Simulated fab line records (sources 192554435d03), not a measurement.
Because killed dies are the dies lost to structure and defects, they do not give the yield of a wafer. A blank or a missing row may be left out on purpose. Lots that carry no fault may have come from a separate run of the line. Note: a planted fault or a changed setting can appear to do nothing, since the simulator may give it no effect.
Split-lot trial :: flow n5_finfet :: 7 lots, 21 wafers read, on a route of 1938 steps

THE SPLIT
At N5_SDB_HM_DEP_00 (deposits SiNx from SiH4/NH3/N2, target thk 40 nm, time 35.3 s), the setting time_s was moved away from the recipe's 35.3 s on 5 of the 21 wafers read, by -14.6% to -8.5%. The other wafers ran this setting at the recipe's value.

Reading taken at the split's own step.

THE READING
SiNx_of_SDB_HM_DEP_00.thk_nm (the simulator's own value, which no gauge read), in nm, at N5_SDB_HM_DEP_00 (deposits SiNx from SiH4/NH3/N2, target thk 40 nm, time 35.3 s). The file does not state a usual value for it. The 16 wafers here that ran the recipe average 40.0 nm, standard deviation 0.27 nm.

wafer: L074.4
tool, chamber at the split: pecvd-01, 0
time_s as run, s: 32.3
against the recipe: -8.5%
SiNx_of_SDB_HM_DEP_00.thk_nm, nm: 36.6
against lot-mates on the recipe: -3.6

wafer: L074.5
tool, chamber at the split: pecvd-01, 0
time_s as run, s: 32.3
against the recipe: -8.5%
SiNx_of_SDB_HM_DEP_00.thk_nm, nm: 36.4
against lot-mates on the recipe: -3.8

wafer: L074.6
tool, chamber at the split: pecvd-01, 2
time_s as run, s: 35.3
against the recipe: recipe
SiNx_of_SDB_HM_DEP_00.thk_nm, nm: 40.2
against lot-mates on the recipe: -

wafer: L075.2
tool, chamber at the split: pecvd-03, 0
time_s as run, s: 35.3
against the recipe: recipe
SiNx_of_SDB_HM_DEP_00.thk_nm, nm: 39.6
against lot-mates on the recipe: -

wafer: L075.3
tool, chamber at the split: pecvd-03, 2
time_s as run, s: 35.3
against the recipe: recipe
SiNx_of_SDB_HM_DEP_00.thk_nm, nm: 39.8
against lot-mates on the recipe: -

wafer: L075.6
tool, chamber at the split: pecvd-03, 2
time_s as run, s: 35.3
against the recipe: recipe
SiNx_of_SDB_HM_DEP_00.thk_nm, nm: 40.2
against lot-mates on the recipe: -

wafer: L078.2
tool, chamber at the split: pecvd-03, 0
time_s as run, s: 35.3
against the recipe: recipe
SiNx_of_SDB_HM_DEP_00.thk_nm, nm: 39.6
against lot-mates on the recipe: -

wafer: L078.4
tool, chamber at the split: pecvd-03, 0,2
time_s as run, s: 35.3
against the recipe: recipe
SiNx_of_SDB_HM_DEP_00.thk_nm, nm: 40.2
against lot-mates on the recipe: -

wafer: L078.6
tool, chamber at the split: pecvd-03, 0,2
time_s as run, s: 35.3
against the recipe: recipe
SiNx_of_SDB_HM_DEP_00.thk_nm, nm: 40.2
against lot-mates on the recipe: -

wafer: L080.1
tool, chamber at the split: pecvd-03, 1
time_s as run, s: 31.96
against the recipe: -9.5%
SiNx_of_SDB_HM_DEP_00.thk_nm, nm: 35.2
against lot-mates on the recipe: -4.9

wafer: L080.4
tool, chamber at the split: pecvd-03, 0
time_s as run, s: 35.3
against the recipe: recipe
SiNx_of_SDB_HM_DEP_00.thk_nm, nm: 40.2
against lot-mates on the recipe: -

wafer: L080.5
tool, chamber at the split: pecvd-03, 2
time_s as run, s: 35.3
against the recipe: recipe
SiNx_of_SDB_HM_DEP_00.thk_nm, nm: 40
against lot-mates on the recipe: -

wafer: L084.3
tool, chamber at the split: pecvd-04, 0
time_s as run, s: 35.3
against the recipe: recipe
SiNx_of_SDB_HM_DEP_00.thk_nm, nm: 39.6
against lot-mates on the recipe: -

wafer: L084.4
tool, chamber at the split: pecvd-04, 0
time_s as run, s: 35.3
against the recipe: recipe
SiNx_of_SDB_HM_DEP_00.thk_nm, nm: 40.4
against lot-mates on the recipe: -

wafer: L084.5
tool, chamber at the split: pecvd-04, 2
time_s as run, s: 35.3
against the recipe: recipe
SiNx_of_SDB_HM_DEP_00.thk_nm, nm: 39.8
against lot-mates on the recipe: -

wafer: L088.1
tool, chamber at the split: pecvd-03, 2
time_s as run, s: 35.3
against the recipe: recipe
SiNx_of_SDB_HM_DEP_00.thk_nm, nm: 39.6
against lot-mates on the recipe: -

wafer: L088.3
tool, chamber at the split: pecvd-03, 2
time_s as run, s: 30.16
against the recipe: -14.6%
SiNx_of_SDB_HM_DEP_00.thk_nm, nm: 34.2
against lot-mates on the recipe: -5.6

wafer: L088.4
tool, chamber at the split: pecvd-03, 0
time_s as run, s: 35.3
against the recipe: recipe
SiNx_of_SDB_HM_DEP_00.thk_nm, nm: 40
against lot-mates on the recipe: -

wafer: L096.1
tool, chamber at the split: pecvd-01, 2
time_s as run, s: 35.3
against the recipe: recipe
SiNx_of_SDB_HM_DEP_00.thk_nm, nm: 40.2
against lot-mates on the recipe: -

wafer: L096.2
tool, chamber at the split: pecvd-01, 0
time_s as run, s: 35.3
against the recipe: recipe
SiNx_of_SDB_HM_DEP_00.thk_nm, nm: 39.8
against lot-mates on the recipe: -

wafer: L096.6
tool, chamber at the split: pecvd-01, 0
time_s as run, s: 31.35
against the recipe: -11.2%
SiNx_of_SDB_HM_DEP_00.thk_nm, nm: 36.4
against lot-mates on the recipe: -3.6
The file does not say which wafer passed through which chamber wherever a row lists several chambers: such a row stands for several wafers.

FIT RESULTS
A straight line over all 21 wafers: SiNx_of_SDB_HM_DEP_00.thk_nm changes by +0.397 nm for each +1% of time_s; r = +0.98; the points scatter about the line by 0.39 nm.
The same after taking each lot's own level away (the mean of its wafers on the recipe; 21 wafers): +0.402 nm for each +1%; r = +0.98; scatter 0.41 nm.
Per that fit: largest time_s move, reading shift of 5.9 nm.
The span of the lots' own levels, 39.80 to 40.20 nm, comes to 1.5 times the standard deviation stated above.
The two slopes are in agreement: the lot-to-lot level therefore moves the slope only a little.
Check: for one of the wafers moved furthest among these (-14.6%), held out of the fit, the line's prediction against its lot-mates is -6.05 nm. It came out at -5.6 nm against them.

THESE WAFERS: OTHER SPLITS
Note: prior to the reading, these wafers also went through further splits. Each is held against what the fit with the lots' levels taken away leaves over:
other split on the same wafers: N5_WELL_APT_COAT_02 spin_rpm
wafers away from the commonest value: 5
r with SiNx_of_SDB_HM_DEP_00.thk_nm (lot level and that fit taken away): +0.05

other split on the same wafers: N5_WELL_APT_PEB_23 peb_temp_c
wafers away from the commonest value: 12
r with SiNx_of_SDB_HM_DEP_00.thk_nm (lot level and that fit taken away): +0.03

other split on the same wafers: N5_WELL_APT_DEVELOP_24 develop_time_s
wafers away from the commonest value: 9
r with SiNx_of_SDB_HM_DEP_00.thk_nm (lot level and that fit taken away): +0.12

other split on the same wafers: N5_FIN_SAQP_SPACER1_ALD_24 temp_c
wafers away from the commonest value: 11
r with SiNx_of_SDB_HM_DEP_00.thk_nm (lot level and that fit taken away): +0.20

other split on the same wafers: N5_FIN_CUT_COAT_29 spin_rpm
wafers away from the commonest value: 6
r with SiNx_of_SDB_HM_DEP_00.thk_nm (lot level and that fit taken away): -0.12

other split on the same wafers: N5_FIN_CUT_ETCH_30 target_depth_a
wafers away from the commonest value: 3
r with SiNx_of_SDB_HM_DEP_00.thk_nm (lot level and that fit taken away): +0.14

other split on the same wafers: N5_DUMMY_GATE_EXPOSE_12 dose_mj
wafers away from the commonest value: 12
r with SiNx_of_SDB_HM_DEP_00.thk_nm (lot level and that fit taken away): -0.35

other split on the same wafers: N5_SD_EPI_P_ETCH_16 target_depth_a
wafers away from the commonest value: 8
r with SiNx_of_SDB_HM_DEP_00.thk_nm (lot level and that fit taken away): -0.19

other split on the same wafers: N5_SD_EPI_P_EPI_21 epi_growth_time_s
wafers away from the commonest value: 9
r with SiNx_of_SDB_HM_DEP_00.thk_nm (lot level and that fit taken away): +0.22

THE FILE'S OWN FIT
SiNx_of_SDB_HM_DEP_00.thk_nm changes by +0.4 nm for each +1% of time_s, r = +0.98.
